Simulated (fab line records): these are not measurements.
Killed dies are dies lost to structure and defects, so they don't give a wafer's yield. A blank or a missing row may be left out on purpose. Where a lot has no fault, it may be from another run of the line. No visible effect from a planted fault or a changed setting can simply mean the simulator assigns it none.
fab line records :: flow nandHarc
[record]
  lots = 7
  wafers = 21
  lastDay = 34
route steps=1302 shown A_ONON_D1@447 A_CHANNEL_HOLE_D1@450
lots that met no fault: taken from a fault-free run of the same line
startH: hours from the record's first day to the start of the lot's first wafer shown :: waitH: hours from the lot's prior step to this one :: " as in the row above :: L1.1+2: one row covering several wafers at once :: - value missing, or start not given :: * or withheld: withheld :: < > ~ a bound
route shown NAME@n: a module of which the file shows steps, and the number in the route of the first :: usual: mean and standard deviation over wafers with no fault :: same: alike in all rows :: chamber/n: place in a boat :: sites: each site's reading :: _std_site: standard deviation of those values :: _edge_site: the outer-site mean with the inner-site mean subtracted :: radiusMm: how far each site lies from the wafer's centre :: mask NAME#n: copy n :: behind: the tool/chamber that last shaped the wafer :: hold: cause of the lot's hold/its duration in hours/its outcome :: device: transistor that didn't switch, given as n, p or np :: end of line: the same wafers' tests at the end of the route :: for a step that has no rows: nothing shown but its recipe :: killed: at the first sort, the dies lost to defects and structure; wafer yield is something else :: map: a wafer's dies, marking killed ones x, the rest . and places with no die _
set.NAME: the setting the step ran with; set.NAME@STEP: the setting that earlier step ran with :: model.NAME: the simulator's own value behind a step, which no gauge read
a table for each step, a row for each wafer; lots at some steps of the route
services: from which hour (startH, from the record's first day; less than 0 if before it) a tool's chamber was out of use, for how many hours, and why
[[steps]]
[step NHARC_A_ONON_D1_THK_MEAS_34]
[recipe]
  thkMeasGauge = ellipsometry
[usual]
  thkNm = 200/3
lot.wafer: L435.2
tool: filmMetro-02
chamber: -
startH: 210.17
waitH: -
thkNm: 200

lot.wafer: L435.4
tool: filmMetro-02
chamber: -
startH: 210.17
waitH: -
thkNm: 207

lot.wafer: L435.6
tool: filmMetro-02
chamber: -
startH: 210.17
waitH: -
thkNm: 206

lot.wafer: L441.1
tool: filmMetro-01
chamber: -
startH: 264.53
waitH: -
thkNm: 200

lot.wafer: L441.2
tool: filmMetro-01
chamber: -
startH: 264.53
waitH: -
thkNm: 198

lot.wafer: L441.6
tool: filmMetro-01
chamber: -
startH: 264.53
waitH: -
thkNm: 201

lot.wafer: L444.3
tool: filmMetro-02
chamber: -
startH: 290.75
waitH: -
thkNm: 199

lot.wafer: L444.4
tool: filmMetro-02
chamber: -
startH: 290.75
waitH: -
thkNm: 205

lot.wafer: L444.5
tool: filmMetro-02
chamber: -
startH: 290.75
waitH: -
thkNm: 205

lot.wafer: L443.1
tool: filmMetro-01
chamber: -
startH: 290.77
waitH: -
thkNm: 198

lot.wafer: L443.2
tool: filmMetro-01
chamber: -
startH: 290.77
waitH: -
thkNm: 198

lot.wafer: L443.4
tool: filmMetro-01
chamber: -
startH: 290.77
waitH: -
thkNm: 201

lot.wafer: L445.3
tool: filmMetro-01
chamber: -
startH: 306.70
waitH: -
thkNm: 191

lot.wafer: L445.5
tool: filmMetro-01
chamber: -
startH: 306.70
waitH: -
thkNm: 201

lot.wafer: L445.6
tool: filmMetro-01
chamber: -
startH: 306.70
waitH: -
thkNm: 201

lot.wafer: L446.1
tool: filmMetro-02
chamber: -
startH: 318.43
waitH: -
thkNm: 201

lot.wafer: L446.3
tool: filmMetro-02
chamber: -
startH: 318.43
waitH: -
thkNm: 202

lot.wafer: L446.4
tool: filmMetro-02
chamber: -
startH: 318.43
waitH: -
thkNm: 204

lot.wafer: L453.3
tool: filmMetro-02
chamber: -
startH: 400.76
waitH: -
thkNm: 202

lot.wafer: L453.4
tool: filmMetro-02
chamber: -
startH: 400.76
waitH: -
thkNm: 198

lot.wafer: L453.5
tool: filmMetro-02
chamber: -
startH: 400.76
waitH: -
thkNm: 203
[step NHARC_A_ONON_D1_INSPECT_32]
[usual]
  rawDefectCount = 68/24
lot.wafer: L435.2
tool: defectInspect-02
chamber: -
startH: 210.23
waitH: 0.0
rawDefectCount: 31

lot.wafer: L435.4
tool: defectInspect-02
chamber: -
startH: 210.23
waitH: 0.0
rawDefectCount: 52

lot.wafer: L435.6
tool: defectInspect-02
chamber: -
startH: 210.23
waitH: 0.0
rawDefectCount: 80

lot.wafer: L441.1
tool: defectInspect-01
chamber: -
startH: 264.60
waitH: 0.0
rawDefectCount: 54

lot.wafer: L441.2
tool: defectInspect-01
chamber: -
startH: 264.60
waitH: 0.0
rawDefectCount: 83

lot.wafer: L441.6
tool: defectInspect-01
chamber: -
startH: 264.60
waitH: 0.0
rawDefectCount: 63

lot.wafer: L444.3
tool: defectInspect-01
chamber: -
startH: 290.82
waitH: 0.0
rawDefectCount: 101

lot.wafer: L444.4
tool: defectInspect-01
chamber: -
startH: 290.82
waitH: 0.0
rawDefectCount: 47

lot.wafer: L444.5
tool: defectInspect-01
chamber: -
startH: 290.82
waitH: 0.0
rawDefectCount: 48

lot.wafer: L443.1
tool: defectInspect-02
chamber: -
startH: 290.83
waitH: 0.0
rawDefectCount: 63

lot.wafer: L443.2
tool: defectInspect-02
chamber: -
startH: 290.83
waitH: 0.0
rawDefectCount: 37

lot.wafer: L443.4
tool: defectInspect-02
chamber: -
startH: 290.83
waitH: 0.0
rawDefectCount: 49

lot.wafer: L445.3
tool: defectInspect-02
chamber: -
startH: 306.77
waitH: 0.0
rawDefectCount: 69

lot.wafer: L445.5
tool: defectInspect-02
chamber: -
startH: 306.77
waitH: 0.0
rawDefectCount: 38

lot.wafer: L445.6
tool: defectInspect-02
chamber: -
startH: 306.77
waitH: 0.0
rawDefectCount: 71

lot.wafer: L446.1
tool: defectInspect-01
chamber: -
startH: 318.49
waitH: 0.0
rawDefectCount: 55

lot.wafer: L446.3
tool: defectInspect-01
chamber: -
startH: 318.49
waitH: 0.0
rawDefectCount: 71

lot.wafer: L446.4
tool: defectInspect-01
chamber: -
startH: 318.49
waitH: 0.0
rawDefectCount: 69

lot.wafer: L453.3
tool: defectInspect-02
chamber: -
startH: 400.82
waitH: 0.0
rawDefectCount: 42

lot.wafer: L453.4
tool: defectInspect-02
chamber: -
startH: 400.82
waitH: 0.0
rawDefectCount: 24

lot.wafer: L453.5
tool: defectInspect-02
chamber: -
startH: 400.82
waitH: 0.0
rawDefectCount: 43
[step NHARC_A_CHANNEL_HOLE_D1_DEP_00]
[recipe]
  targetThkA = 31000
  tempC = 400
  material = aC
[usual]
  throttleValvePct = 34.999/0.0096
lot.wafer: L435.2
tool: aclDep-03
chamber: 0
startH: 210.61
waitH: 0.4
throttleValvePct: 34.998

lot.wafer: L435.4
tool: aclDep-03
chamber: 0
startH: 210.61
waitH: 0.4
throttleValvePct: 35.001

lot.wafer: L435.6
tool: aclDep-03
chamber: 0
startH: 210.61
waitH: 0.4
throttleValvePct: 34.985

lot.wafer: L441.1
tool: aclDep-01
chamber: 0
startH: 264.86
waitH: 0.3
throttleValvePct: 35.005

lot.wafer: L441.2
tool: aclDep-01
chamber: 0
startH: 264.86
waitH: 0.3
throttleValvePct: 35.002

lot.wafer: L441.6
tool: aclDep-01
chamber: 0
startH: 266.42
waitH: 1.8
throttleValvePct: 34.985

lot.wafer: L444.3
tool: aclDep-02
chamber: 0
startH: 291.71
waitH: 0.9
throttleValvePct: 34.989

lot.wafer: L444.4
tool: aclDep-02
chamber: 0
startH: 291.71
waitH: 0.9
throttleValvePct: 34.992

lot.wafer: L444.5
tool: aclDep-02
chamber: 0
startH: 291.71
waitH: 0.9
throttleValvePct: 35.001

lot.wafer: L443.1
tool: aclDep-03
chamber: 0
startH: 292.25
waitH: 1.4
throttleValvePct: 34.999

lot.wafer: L443.2
tool: aclDep-03
chamber: 0
startH: 292.25
waitH: 1.4
throttleValvePct: 34.989

lot.wafer: L443.4
tool: aclDep-03
chamber: 0
startH: 292.25
waitH: 1.4
throttleValvePct: 34.994

lot.wafer: L445.3
tool: aclDep-01
chamber: 0
startH: 307.47
waitH: 0.7
throttleValvePct: 35.018

lot.wafer: L445.5
tool: aclDep-01
chamber: 0
startH: 307.47
waitH: 0.7
throttleValvePct: 34.984

lot.wafer: L445.6
tool: aclDep-01
chamber: 0
startH: 307.47
waitH: 0.7
throttleValvePct: 35.013

lot.wafer: L446.1
tool: aclDep-03
chamber: 0
startH: 320.44
waitH: 1.9
throttleValvePct: 35.000

lot.wafer: L446.3
tool: aclDep-03
chamber: 0
startH: 320.44
waitH: 1.9
throttleValvePct: 35.005

lot.wafer: L446.4
tool: aclDep-03
chamber: 0
startH: 320.44
waitH: 1.9
throttleValvePct: 34.996

lot.wafer: L453.3
tool: aclDep-01
chamber: 0
startH: 401.53
waitH: 0.7
throttleValvePct: 34.996

lot.wafer: L453.4
tool: aclDep-01
chamber: 0
startH: 401.53
waitH: 0.7
throttleValvePct: 35.016

lot.wafer: L453.5
tool: aclDep-01
chamber: 0
startH: 401.53
waitH: 0.7
throttleValvePct: 35.002
[step NHARC_A_CHANNEL_HOLE_D1_DEP_01]
[recipe]
  targetThkA = 1400
  targetThkNm = 140
  tempC = 400
  pressureTorr = 3.5
  flowSccm = 200
  rfW = 350
  material = SiON
[usual]
  heaterPowerW = 723/59
lot.wafer: L435.2
tool: pecvd-02
chamber: 1
startH: 212.26
waitH: 1.3
heaterPowerW: 796
sinceWetCleanH: 153

lot.wafer: L435.6
tool: pecvd-02
chamber: 2
startH: 212.26
waitH: 1.3
heaterPowerW: 664
sinceWetCleanH: -

lot.wafer: L435.4
tool: pecvd-02
chamber: 0
startH: 212.26
waitH: 1.3
heaterPowerW: 807
sinceWetCleanH: -

lot.wafer: L441.2
tool: pecvd-03
chamber: 1
startH: 266.76
waitH: 1.3
heaterPowerW: 708
sinceWetCleanH: 69

lot.wafer: L441.1
tool: pecvd-03
chamber: 0
startH: 266.76
waitH: 1.3
heaterPowerW: 631
sinceWetCleanH: 69

lot.wafer: L441.6
tool: pecvd-03
chamber: 2
startH: 266.76
waitH: 1.3
heaterPowerW: 670
sinceWetCleanH: -

lot.wafer: L444.3
tool: pecvd-02
chamber: 0
startH: 293.02
waitH: 1.0
heaterPowerW: 776
sinceWetCleanH: 53

lot.wafer: L444.4
tool: pecvd-02
chamber: 2
startH: 293.02
waitH: 1.0
heaterPowerW: 749
sinceWetCleanH: -

lot.wafer: L444.5
tool: pecvd-02
chamber: 0
startH: 293.02
waitH: 1.0
heaterPowerW: 812
sinceWetCleanH: -

lot.wafer: L443.2
tool: pecvd-04
chamber: 2
startH: 294.23
waitH: 1.3
heaterPowerW: 647
sinceWetCleanH: 12

lot.wafer: L443.1
tool: pecvd-04
chamber: 0
startH: 294.23
waitH: 1.3
heaterPowerW: 727
sinceWetCleanH: 12

lot.wafer: L443.4
tool: pecvd-04
chamber: 2
startH: 294.23
waitH: 1.3
heaterPowerW: 639
sinceWetCleanH: -

lot.wafer: L445.3
tool: pecvd-02
chamber: 1
startH: 308.79
waitH: 1.0
heaterPowerW: 615
sinceWetCleanH: 69

lot.wafer: L445.6
tool: pecvd-02
chamber: 0
startH: 308.79
waitH: 1.0
heaterPowerW: 769
sinceWetCleanH: -

lot.wafer: L445.5
tool: pecvd-02
chamber: 2
startH: 308.79
waitH: 1.0
heaterPowerW: 740
sinceWetCleanH: -

lot.wafer: L446.3
tool: pecvd-03
chamber: 1
startH: 322.35
waitH: 1.0
heaterPowerW: 739
sinceWetCleanH: 124

lot.wafer: L446.1
tool: pecvd-03
chamber: 0
startH: 322.35
waitH: 1.0
heaterPowerW: 757
sinceWetCleanH: 124

lot.wafer: L446.4
tool: pecvd-03
chamber: 2
startH: 322.35
waitH: 1.0
heaterPowerW: 723
sinceWetCleanH: -

lot.wafer: L453.3
tool: pecvd-04
chamber: 0
startH: 402.89
waitH: 1.0
heaterPowerW: 700
sinceWetCleanH: 121

lot.wafer: L453.4
tool: pecvd-04
chamber: 1
startH: 402.89
waitH: 1.0
heaterPowerW: 756
sinceWetCleanH: -

lot.wafer: L453.5
tool: pecvd-04
chamber: 2
startH: 402.89
waitH: 1.0
heaterPowerW: 665
sinceWetCleanH: -
[step NHARC_A_CHANNEL_HOLE_D1_DEHYDRATE_02]
[recipe]
  tempC = 150
  timeS = 120
[step NHARC_A_CHANNEL_HOLE_D1_HMDS_03]
[recipe]
  timeS = 30
[step NHARC_A_CHANNEL_HOLE_D1_COAT_36]
[recipe]
  tempC = 260
  timeS = 75
[step NHARC_A_CHANNEL_HOLE_D1_COAT_37]
[recipe]
  tempC = 225
  timeS = 65
[step NHARC_A_CHANNEL_HOLE_D1_COAT_04]
[recipe]
  spinRpm = 1500
  resistThkNm = 90
[step NHARC_A_CHANNEL_HOLE_D1_SOFTBAKE_05]
[recipe]
  tempC = 105
  timeS = 55
[step NHARC_A_CHANNEL_HOLE_D1_EBR_06]
[step NHARC_A_CHANNEL_HOLE_D1_EXPOSE_07]
[recipe]
  na = 1.35
  targetCdNm = 100
  sigmaOuter = 0.3
  doseMj = 59.65
  maskId = HOLE_D1
[usual]
  exposureDoseMJCm2 = 59.66/0.061
  focusOffsetNm = 0.0/0.5
lot.wafer: L435.2
tool: arfiScanner-03
chamber: 0
startH: 212.79
waitH: -
mask: HOLE_D1#0
exposureDoseMJCm2: 59.69
focusOffsetNm: -0.9

lot.wafer: L435.4
tool: arfiScanner-03
chamber: 0
startH: 212.79
waitH: -
mask: HOLE_D1#0
exposureDoseMJCm2: 59.67
focusOffsetNm: -0.5

lot.wafer: L435.6
tool: arfiScanner-03
chamber: 0
startH: 212.79
waitH: -
mask: HOLE_D1#0
exposureDoseMJCm2: 59.65
focusOffsetNm: 0.5

lot.wafer: L441.1
tool: arfiScanner-02
chamber: 0
startH: 267.21
waitH: -
mask: HOLE_D1#0
exposureDoseMJCm2: 59.76
focusOffsetNm: -0.8

lot.wafer: L441.2
tool: arfiScanner-02
chamber: 0
startH: 267.21
waitH: -
mask: HOLE_D1#0
exposureDoseMJCm2: 59.64
focusOffsetNm: 0.0

lot.wafer: L441.6
tool: arfiScanner-02
chamber: 0
startH: 267.21
waitH: -
mask: HOLE_D1#0
exposureDoseMJCm2: 59.62
focusOffsetNm: -0.3

lot.wafer: L444.3
tool: arfiScanner-01
chamber: -
startH: 293.46
waitH: -
mask: HOLE_D1#0
exposureDoseMJCm2: -
focusOffsetNm: -

lot.wafer: L444.4
tool: arfiScanner-01
chamber: -
startH: 293.46
waitH: -
mask: HOLE_D1#0
exposureDoseMJCm2: -
focusOffsetNm: -

lot.wafer: L444.5
tool: arfiScanner-01
chamber: -
startH: 293.46
waitH: -
mask: HOLE_D1#0
exposureDoseMJCm2: -
focusOffsetNm: -

lot.wafer: L443.1
tool: arfiScanner-03
chamber: -
startH: 294.78
waitH: -
mask: HOLE_D1#0
exposureDoseMJCm2: -
focusOffsetNm: -

lot.wafer: L443.2
tool: arfiScanner-03
chamber: -
startH: 294.78
waitH: -
mask: HOLE_D1#0
exposureDoseMJCm2: -
focusOffsetNm: -

lot.wafer: L443.4
tool: arfiScanner-03
chamber: -
startH: 294.78
waitH: -
mask: HOLE_D1#0
exposureDoseMJCm2: -
focusOffsetNm: -

lot.wafer: L445.3
tool: arfiScanner-02
chamber: -
startH: 309.35
waitH: -
mask: HOLE_D1#0
exposureDoseMJCm2: -
focusOffsetNm: -

lot.wafer: L445.5
tool: arfiScanner-02
chamber: -
startH: 309.35
waitH: -
mask: HOLE_D1#0
exposureDoseMJCm2: -
focusOffsetNm: -

lot.wafer: L445.6
tool: arfiScanner-02
chamber: -
startH: 309.35
waitH: -
mask: HOLE_D1#0
exposureDoseMJCm2: -
focusOffsetNm: -

lot.wafer: L446.1
tool: arfiScanner-03
chamber: 0
startH: 322.80
waitH: -
mask: HOLE_D1#0
exposureDoseMJCm2: 59.61
focusOffsetNm: 0.5

lot.wafer: L446.3
tool: arfiScanner-03
chamber: 0
startH: 322.80
waitH: -
mask: HOLE_D1#0
exposureDoseMJCm2: 59.64
focusOffsetNm: -0.3

lot.wafer: L446.4
tool: arfiScanner-03
chamber: 0
startH: 322.80
waitH: -
mask: HOLE_D1#0
exposureDoseMJCm2: 59.65
focusOffsetNm: 0.0

lot.wafer: L453.3
tool: arfiScanner-03
chamber: 0
startH: 403.30
waitH: -
mask: HOLE_D1#0
exposureDoseMJCm2: 59.66
focusOffsetNm: 0.1

lot.wafer: L453.4
tool: arfiScanner-03
chamber: 0
startH: 403.30
waitH: -
mask: HOLE_D1#0
exposureDoseMJCm2: 59.65
focusOffsetNm: -0.1

lot.wafer: L453.5
tool: arfiScanner-03
chamber: 0
startH: 403.30
waitH: -
mask: HOLE_D1#0
exposureDoseMJCm2: 59.71
focusOffsetNm: 0.0
[step NHARC_A_CHANNEL_HOLE_D1_PEB_08]
[recipe]
  pebTempC = 100
  pebTimeS = 65
[[services]]
tool: aclDep-01
chamber: -
startH: 187.28
hours: 13.0
kind: pm

tool: pecvd-03
chamber: 0
startH: 187.39
hours: 11.8
kind: repair

tool: arfiScanner-03
chamber: -
startH: 196.00
hours: 4.0
kind: pm

tool: pecvd-02
chamber: -
startH: 227.21
hours: 13.0
kind: pm

tool: pecvd-02
chamber: 0
startH: 227.21
hours: 13.0
kind: ventCycle

tool: pecvd-02
chamber: 1
startH: 227.21
hours: 13.0
kind: ventCycle

tool: pecvd-02
chamber: 2
startH: 227.21
hours: 13.0
kind: ventCycle

tool: aclDep-02
chamber: -
startH: 244.58
hours: 13.0
kind: pm

tool: arfiScanner-01
chamber: -
startH: 252.00
hours: 4.0
kind: pm

tool: arfiScanner-03
chamber: -
startH: 252.42
hours: 0.3
kind: repair

tool: arfiScanner-02
chamber: -
startH: 258.70
hours: 0.4
kind: repair

tool: pecvd-04
chamber: -
startH: 269.00
hours: 13.0
kind: pm

tool: arfiScanner-03
chamber: -
startH: 279.08
hours: 1.4
kind: repair

tool: pecvd-02
chamber: -
startH: 288.58
hours: 1.5
kind: repair

tool: aclDep-03
chamber: -
startH: 300.31
hours: 13.0
kind: pm

tool: arfiScanner-02
chamber: -
startH: 320.16
hours: 4.0
kind: pm

tool: arfiScanner-03
chamber: -
startH: 330.41
hours: 10.2
kind: repair

tool: arfiScanner-03
chamber: -
startH: 365.86
hours: 0.5
kind: repair

tool: pecvd-03
chamber: -
startH: 366.12
hours: 13.0
kind: pm

tool: arfiScanner-03
chamber: -
startH: 368.00
hours: 4.0
kind: pm

tool: aclDep-01
chamber: -
startH: 368.54
hours: 13.0
kind: pm

tool: arfiScanner-03
chamber: -
startH: 386.16
hours: 7.0
kind: repair

tool: arfiScanner-01
chamber: -
startH: 394.32
hours: 2.0
kind: repair

tool: arfiScanner-02
chamber: -
startH: 403.09
hours: 2.4
kind: repair
[[key]]
[firstSign]
  step = NHARC_A_CHANNEL_HOLE_D1_EXPOSE_07
  reading = toolRecord
  direction = missing
effect none on later readings
metAt NHARC_A_CHANNEL_HOLE_D1_EXPOSE_07
struckWafers L443.1,L443.2,L443.4,L444.3,L444.4,L444.5,L445.3,L445.5,L445.6
laterRowsLeftOut L443.1,L443.2,L443.4,L444.3,L444.4,L444.5,L445.3,L445.5,L445.6
sortLeftOut L443.1,L443.2,L443.4,L444.3,L444.4,L444.5,L445.3,L445.5,L445.6
testerLeftOut L443,L444,L445
onsetBetween 267.21 293.46
[fault]
  kind = skippedStepWhole
  tool = arfiScanner-01,arfiScanner-02,arfiScanner-03
  chamber = -
  onsetH = 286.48
  steps = NHARC_A_CHANNEL_HOLE_D1_EXPOSE_07
  scope = struckLotsOnly
// testerLeftOut: of these lots the tester's yield and bins aren't shown, on N5 and GAA mostly nor the transistor test; their killed dies are dies lost to structure and defects alone, not to doping, threshold or leakage, so they don't give the yield
// sortLeftOut: the simulated sort isn't trusted on such a fault, so these wafers' sort isn't shown, and their yield isn't known
// laterRowsLeftOut: the simulator's readings of these wafers behind a module that went badly wrong aren't trusted and aren't shown, but for the sort
